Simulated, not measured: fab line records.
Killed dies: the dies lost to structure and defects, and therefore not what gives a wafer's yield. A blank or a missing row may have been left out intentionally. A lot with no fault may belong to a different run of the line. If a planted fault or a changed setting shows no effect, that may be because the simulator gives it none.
fab line records | flow n5_finfet
record lots=13 | wafers=34 | last_day=19
route steps=1938 shown BEOL_M15@1823 MIM_TOP_ETCH@1853 TV_LITHO@1879
lots that met no fault: taken from a fault-free run of the same line
start_h: start of the lot's first displayed wafer, in hours after the record's first day | wait_h: how many hours have passed since the lot's step before this one | " identical to the entry in the row above | L1.1+2: several wafers, shown together as one row | - value missing, or start not given | * or withheld: withheld | < > ~ a bound
route shown NAME@n: NAME is a module with steps in the file, n the number in the route of the first one | usual: the fault-free wafers' mean and standard deviation | same: alike in all rows | chamber/n: place in a boat | sites: per-site readings | _std_site: their standard deviation | _edge_site: the outer-site mean with the inner-site mean subtracted | radius_mm: for every site, how far away it sits from the centre of the wafer | mask NAME#n: copy n | behind: tool/chamber where the wafer was last shaped | hold: why the lot went on hold/how many hours it stayed there/how the hold came to an end | device: the n, p or np transistor that did not switch | end of line: tests of these same wafers at the route's end | step lacking rows: just its recipe | killed: dies that structure and defects cost at the first sort, which is not the same as the wafer's yield | map: shows each die of a wafer: x if killed, . if not, _ if none is there
set.NAME: the setting as run; set.NAME@STEP: as run at that earlier step | model.NAME: the simulator's own value behind a step, which no gauge read
steps of the route over a sample of lots; a table a step, a row a wafer
services: from which hour (start_h, from the record's first day; less than 0 if before it) a tool's chamber was out of use, for how many hours, and why
## steps
# step N5_BEOL_M15_ANNEAL_48
# recipe temp_c=225 | time_s=90 | ambient=N2
# usual wafer_temp_C_max=226.7/0.45
lot.wafer | tool          | chamber | start_h | wait_h | wafer_temp_C_max
L906.2    | rtp_anneal-01 | 0       | 279.69  | 0.2    | 227.7
L906.3    | "             | 0       | "       | "      | 226.5
L906.6    | "             | 0       | "       | "      | 226.5
L907.1    | rtp_anneal-01 | 0       | 284.82  | 0.2    | 226.9
L907.2    | "             | 0       | "       | "      | 227.3
L907.5    | "             | 0       | "       | "      | 226.2
L909.1    | rtp_anneal-01 | 0       | 290.49  | 0.2    | 226.9
L909.5    | "             | 0       | "       | "      | 226.6
L909.6    | "             | 0       | "       | "      | 226.4
L908.2    | rtp_anneal-02 | 0       | 301.87  | 0.2    | 226.3
L908.5    | "             | 0       | "       | "      | 226.1
L908.6    | "             | 0       | "       | "      | 226.1
L911.3    | rtp_anneal-02 | 0       | 305.03  | 0.2    | 226.7
L911.4    | "             | 0       | "       | "      | 227.5
L911.6    | "             | 0       | "       | "      | 226.4
L910.1    | rtp_anneal-01 | 0       | 305.39  | 0.2    | 226.4
L910.3    | "             | 0       | "       | "      | 226.9
L910.6    | "             | 0       | "       | "      | 226.4
L912.4    | rtp_anneal-01 | 0       | 310.62  | 0.7    | 227.2
L912.5    | "             | 0       | "       | "      | 226.9
L914.2    | rtp_anneal-02 | 0       | 310.98  | 0.8    | 226.1
L914.5    | "             | 0       | "       | "      | 226.1
L923.2    | rtp_anneal-02 | 0       | 394.07  | 0.2    | 226.1
L923.4    | "             | 0       | "       | "      | 226.5
L924.4    | rtp_anneal-01 | 0       | 408.19  | 0.4    | 226.8
L924.5    | "             | 0       | "       | "      | 226.8
L924.6    | "             | 0       | "       | "      | 226.8
L927.2    | rtp_anneal-01 | 0       | 424.87  | 0.2    | 226.9
L927.3    | "             | 0       | "       | "      | 226.2
L927.4    | "             | 0       | "       | "      | 227.4
L928.1    | rtp_anneal-02 | 0       | 432.03  | 0.2    | 226.9
L928.3    | "             | 0       | "       | "      | 226.4
L929.2    | rtp_anneal-01 | 0       | 432.31  | 0.2    | 226.5
L929.3    | "             | 0       | "       | "      | 227.4
# step N5_BEOL_M15_INSPECT_55
# recipe inspect_instrument=darkfield | mode=post_dep
# usual raw_defect_count=76/24
lot.wafer | tool              | chamber | start_h | wait_h | raw_defect_count
L906.2    | defect_inspect-01 | -       | 280.39  | 0.0    | 63
L906.3    | "                 | -       | "       | "      | 42
L906.6    | "                 | -       | "       | "      | 64
L907.1    | defect_inspect-01 | -       | 285.57  | 0.0    | 39
L907.2    | "                 | -       | "       | "      | 49
L907.5    | "                 | -       | "       | "      | 54
L909.1    | defect_inspect-02 | -       | 291.23  | 0.0    | 48
L909.5    | "                 | -       | "       | "      | 92
L909.6    | "                 | -       | "       | "      | 68
L908.2    | defect_inspect-01 | -       | 302.57  | 0.0    | 64
L908.5    | "                 | -       | "       | "      | 77
L908.6    | "                 | -       | "       | "      | 80
L911.3    | defect_inspect-02 | -       | 305.69  | 0.0    | 61
L911.4    | "                 | -       | "       | "      | 63
L911.6    | "                 | -       | "       | "      | 72
L910.1    | defect_inspect-02 | -       | 306.15  | 0.0    | 69
L910.3    | "                 | -       | "       | "      | 78
L910.6    | "                 | -       | "       | "      | 75
L912.4    | defect_inspect-02 | -       | 311.24  | 0.0    | 106
L912.5    | "                 | -       | "       | "      | 125
L914.2    | defect_inspect-01 | -       | 311.70  | 0.0    | 95
L914.5    | "                 | -       | "       | "      | 48
L923.2    | defect_inspect-02 | -       | 394.77  | 0.0    | 61
L923.4    | "                 | -       | "       | "      | 71
L924.4    | defect_inspect-01 | -       | 408.97  | 0.0    | 68
L924.5    | "                 | -       | "       | "      | 38
L924.6    | "                 | -       | "       | "      | 46
L927.2    | defect_inspect-02 | -       | 425.61  | 0.0    | 68
L927.3    | "                 | -       | "       | "      | 38
L927.4    | "                 | -       | "       | "      | 69
L928.1    | defect_inspect-01 | -       | 432.81  | 0.0    | 81
L928.3    | "                 | -       | "       | "      | 82
L929.2    | defect_inspect-01 | -       | 433.02  | 0.0    | 58
L929.3    | "                 | -       | "       | "      | 55
# step N5_MIM_TOP_ETCH_PECVD_03
# recipe material=SiNx | target_thk_a=200 | temp_c=400 | precursor=SiH4/NH3/N2 | pressure_torr=1.5 | rf_w=300 | time_s=17.6
# usual heater_power_w=789/110 | showerhead_plenum_p_Torr=5.16/0.067 | showerhead_vpp_V=1069/34 | throttle_valve_pct=40.4/2.4
lot.wafer | tool     | chamber | start_h | wait_h | heater_power_w | showerhead_plenum_p_Torr | showerhead_vpp_V | throttle_valve_pct
L906.2    | pecvd-04 | 0       | 284.67  | -      | 969            | 5.00                     | 1093             | 44.8
L906.3    | "        | 1       | "       | "      | 807            | 5.22                     | 1069             | 41.8
L906.6    | "        | 0       | "       | "      | 983            | 4.99                     | 1077             | 44.7
L907.1    | pecvd-03 | 2       | 290.50  | -      | 667            | 5.20                     | 1065             | 36.5
L907.2    | "        | 0       | "       | "      | 675            | 5.17                     | 1068             | 39.1
L907.5    | "        | 2       | "       | "      | 669            | 5.21                     | 1069             | 36.4
L909.1    | pecvd-02 | 2       | 298.40  | -      | 754            | 5.15                     | 1022             | 37.9
L909.5    | "        | 1       | "       | "      | 940            | 5.18                     | 1133             | 40.0
L909.6    | "        | 0       | "       | "      | 618            | 5.20                     | 1063             | 42.9
L908.2    | pecvd-03 | 0       | 307.69  | -      | 616            | 5.18                     | 1056             | 39.4
L908.5    | "        | 1       | "       | "      | 822            | 5.19                     | 1064             | 38.9
L908.6    | "        | 0       | "       | "      | 620            | 5.18                     | 1063             | 39.2
L911.3    | pecvd-04 | 2       | 309.93  | -      | 872            | 5.19                     | 1060             | 39.1
L911.4    | "        | 2       | "       | "      | 872            | 5.18                     | 1050             | 39.1
L911.6    | "        | 1       | "       | "      | 863            | 5.22                     | 1086             | 41.9
L910.1    | pecvd-02 | 1       | 310.38  | -      | 890            | 5.16                     | 1129             | 40.2
L910.3    | "        | 0       | "       | "      | 700            | 5.18                     | 1053             | 42.7
L910.6    | "        | 0       | "       | "      | 690            | 5.18                     | 1035             | 42.5
L912.4    | pecvd-02 | 2       | 314.82  | -      | 669            | 5.14                     | 992              | 38.0
L912.5    | "        | 1       | "       | "      | 837            | 5.17                     | 1129             | 40.0
L914.2    | pecvd-03 | 0       | 315.83  | -      | 655            | 5.19                     | 1078             | 39.5
L914.5    | "        | 1       | "       | "      | 789            | 5.18                     | 1071             | 38.6
L923.2    | pecvd-03 | 0       | 400.15  | -      | 572            | 5.18                     | 1064             | 39.3
L923.4    | "        | 1       | "       | "      | 889            | 5.19                     | 1057             | 38.5
L924.4    | pecvd-04 | 0       | 414.06  | -      | 930            | 5.00                     | 1095             | 44.7
L924.5    | "        | 2       | "       | "      | 889            | 5.17                     | 1079             | 39.5
L924.6    | "        | 0       | "       | "      | 974            | 5.00                     | 1083             | 44.6
L927.2    | pecvd-04 | 1       | 429.89  | -      | 834            | 5.22                     | 1073             | 37.8
L927.3    | "        | 0       | "       | "      | 917            | 5.00                     | 1077             | 44.7
L927.4    | "        | 1       | "       | "      | 838            | 5.20                     | 1077             | 37.7
L928.1    | pecvd-02 | 0       | 436.76  | -      | 690            | 5.20                     | 1084             | 42.8
L928.3    | "        | 1       | "       | "      | 883            | 5.17                     | 1107             | 39.9
L929.2    | pecvd-04 | 0       | 436.83  | -      | 925            | 5.01                     | 1091             | 44.7
L929.3    | "        | 1       | "       | "      | 846            | 5.22                     | 1079             | 37.9
# step N5_PASSIVATION_EXPOSE_07
# recipe mask_id=TV | na=0.55 | source_shape=conventional | sigma_outer=0.8 | polarization=unpolarized | defocus_nm=0 | target_cd_nm=3000 | dose_mj=22.75
# same sigma_outer=0.8
lot.wafer  | tool           | chamber | start_h | wait_h | mask
L906.2+3+6 | krf_scanner-01 | 0       | 287.81  | -      | TV#0
L907.1+2+5 | krf_scanner-01 | 0       | 292.69  | -      | TV#0
L909.1+5+6 | krf_scanner-01 | 0       | 300.60  | -      | TV#0
L908.2+5+6 | krf_scanner-01 | 0       | 311.55  | -      | TV#0
L911.3+4+6 | krf_scanner-02 | 0       | 311.71  | -      | TV#0
L910.1+3+6 | krf_scanner-01 | 0       | 312.20  | -      | TV#0
L912.4+5   | krf_scanner-01 | 0       | 317.17  | -      | TV#0
L914.2+5   | krf_scanner-01 | 0       | 318.16  | -      | TV#0
L923.2+4   | krf_scanner-01 | 0       | 401.91  | -      | TV#0
L924.4+5+6 | krf_scanner-02 | 0       | 415.88  | -      | TV#0
L927.2+3+4 | krf_scanner-01 | 0       | 434.39  | -      | TV#0
L929.2+3   | krf_scanner-01 | 0       | 439.09  | -      | TV#0
L928.1+3   | krf_scanner-01 | 0       | 439.22  | -      | TV#0
# step N5_PASSIVATION_CD_MEAS_10
# recipe target_cd_nm=3000 | landing_energy_ev=500 | detector=se_inlens
# usual cd_nm=3000.3/1.8
lot.wafer | tool      | chamber | start_h | wait_h | cd_nm
L906.2    | cd_sem-03 | 0       | 287.98  | -      | 3003.2
L906.3    | "         | 0       | "       | "      | 3002.1
L906.6    | "         | 0       | "       | "      | 3003.4
L907.1    | cd_sem-01 | 0       | 292.87  | -      | 2999.3
L907.2    | "         | 0       | "       | "      | 3003.4
L907.5    | "         | 0       | "       | "      | 2999.5
L909.1    | cd_sem-02 | 0       | 300.77  | -      | 2997.4
L909.5    | "         | 0       | "       | "      | 2997.0
L909.6    | "         | 0       | "       | "      | 3001.4
L908.2    | cd_sem-03 | 0       | 311.72  | -      | 2999.5
L908.5    | "         | 0       | "       | "      | 2998.6
L908.6    | "         | 0       | "       | "      | 3000.1
L911.3    | cd_sem-02 | 0       | 311.88  | -      | 3001.4
L911.4    | "         | 0       | "       | "      | 2999.7
L911.6    | "         | 0       | "       | "      | 3000.0
L910.1    | cd_sem-03 | 0       | 312.38  | -      | 3000.0
L910.3    | "         | 0       | "       | "      | 3010.3
L910.6    | "         | 0       | "       | "      | 3001.3
L912.4    | cd_sem-01 | 0       | 317.34  | -      | 3002.7
L912.5    | "         | 0       | "       | "      | 3011.8
L914.2    | cd_sem-02 | 0       | 318.34  | -      | 2998.5
L914.5    | "         | 0       | "       | "      | 3009.3
L923.2    | cd_sem-02 | 0       | 402.08  | -      | 2998.6
L923.4    | "         | 0       | "       | "      | 2998.6
L924.4    | cd_sem-01 | 0       | 416.05  | -      | 3000.9
L924.5    | "         | 0       | "       | "      | 3002.7
L924.6    | "         | 0       | "       | "      | 3003.0
L927.2    | cd_sem-01 | 0       | 434.56  | -      | 3002.2
L927.3    | "         | 0       | "       | "      | 2998.8
L927.4    | "         | 0       | "       | "      | 3000.7
L929.2    | cd_sem-01 | 0       | 439.26  | -      | 3000.0
L929.3    | "         | 0       | "       | "      | 2999.0
L928.1    | cd_sem-02 | 0       | 439.40  | -      | 3003.8
L928.3    | "         | 0       | "       | "      | 2998.9
## services
tool           | chamber | start_h | hours | kind
krf_scanner-02 | -       | 263.08  | 1.0   | pm
pecvd-02       | -       | 264.28  | 5.5   | pm
krf_scanner-02 | -       | 269.53  | 2.5   | repair
krf_scanner-01 | -       | 278.00  | 4.1   | repair
krf_scanner-01 | -       | 306.98  | 1.3   | pm
pecvd-04       | 1       | 307.59  | 2.1   | scheduled_down
krf_scanner-02 | -       | 318.54  | 0.8   | pm
pecvd-03       | -       | 324.74  | 0.7   | repair
krf_scanner-01 | 0       | 331.43  | -     | calibration
krf_scanner-01 | -       | 338.84  | 1.0   | pm
krf_scanner-01 | -       | 344.04  | 0.8   | pm
krf_scanner-02 | -       | 350.95  | 1.3   | pm
krf_scanner-01 | -       | 360.42  | 11.6  | pm
pecvd-02       | 1       | 369.50  | 7.5   | repair
krf_scanner-02 | 0       | 370.94  | -     | calibration
krf_scanner-02 | -       | 391.57  | 1.0   | pm
pecvd-04       | -       | 393.60  | 1.3   | repair
krf_scanner-01 | -       | 395.13  | 0.2   | repair
pecvd-04       | 1       | 395.23  | 5.5   | scheduled_down
pecvd-02       | 1       | 429.80  | 3.5   | repair
pecvd-02       | 2       | 435.32  | 5.5   | scheduled_down
## key
first_sign step=N5_PASSIVATION_CD_MEAS_10 | reading=cd_nm | direction=up | sigmas=5.6 | usual=3000.3 | struck=3010.5
effect none on later readings
met_at N5_PASSIVATION_EXPOSE_07
struck_lots L910,L912,L914
struck_wafers L910.3,L912.5,L914.5
not_acting_at N5_BEOL_M15_ANNEAL_48,N5_BEOL_M15_INSPECT_55,N5_MIM_TOP_ETCH_PECVD_03
onset_between 311.55 312.20
fault kind=process_parameter_drift | tool=krf_scanner-01 | chamber=- | onset_h=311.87 | steps=N5_PASSIVATION_EXPOSE_07 | channel=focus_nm | offset=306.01 | shape=step | end_h=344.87 | scope=struck_wafers_only
